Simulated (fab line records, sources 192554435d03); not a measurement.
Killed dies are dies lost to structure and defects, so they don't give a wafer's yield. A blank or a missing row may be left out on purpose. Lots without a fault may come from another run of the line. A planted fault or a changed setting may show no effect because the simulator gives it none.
Chamber matching | flow n5_finfet | N5_BEOL_M10_CMP_52 on cmp-04: 4 sister chambers
The step polishes, stops on SiCOH lowk, t overpolish 7 s, target thk 140 nm. 8 wafers are shown with their chamber, then 8 later ones without.

WAFERS WITH THEIR CHAMBER
wafer  | chamber | motor_current_A (A) | time_to_endpoint_s (s)
L079.6 | 1       | 5.1                 | 63.8
L083.1 | 0       | 7.6                 | 68.0
L083.2 | 3       | 5.4                 | 64.6
L083.3 | 2       | 6.2                 | 67.5
L082.2 | 1       | 5.0                 | 65.6
L082.4 | 0       | 7.2                 | 64.9
L082.6 | 3       | 4.9                 | 66.0
L090.1 | 2       | 6.2                 | 65.2

WAFERS WITHOUT THEIR CHAMBER
wafer  | motor_current_A (A) | time_to_endpoint_s (s)
L090.3 | 7.1                 | 66.5
L090.4 | 5.2                 | 66.5
L095.3 | 4.9                 | 62.4
L095.4 | 7.3                 | 64.5
L095.6 | 7.8                 | 65.2
L097.1 | 5.1                 | 65.2
L097.3 | 6.2                 | 67.1
L097.5 | 7.4                 | 64.6

WHICH CHAMBER EACH WENT THROUGH
wafer  | from the rows above     | in truth
L090.3 | 0                       | 0
L090.4 | can't be placed: 3 or 1 | 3
L095.3 | can't be placed: 1 or 3 | 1
L095.4 | 0                       | 0
L095.6 | 0                       | 0
L097.1 | can't be placed: 3 or 1 | 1
L097.3 | 2                       | 2
L097.5 | 0                       | 0
Placed correctly: 5 of 8. Can't be placed from these rows: 3 (the true chamber is among the candidates in 3). Placed wrongly: 0.
How it was worked out, from the rows above alone: a wafer's distance from a chamber is the root of the sum, over the readings, of the square of ((its reading less the chamber's mean) divided by the reading's scatter). The wafer belongs to the nearest chamber; if the next one is less than 2 further off, it can't be placed. A chamber's mean is the mean of its shown wafers. The scatter: the root of (the sum of the squares of (reading less its chamber's mean) over the shown wafers, divided by (wafers less chambers)).
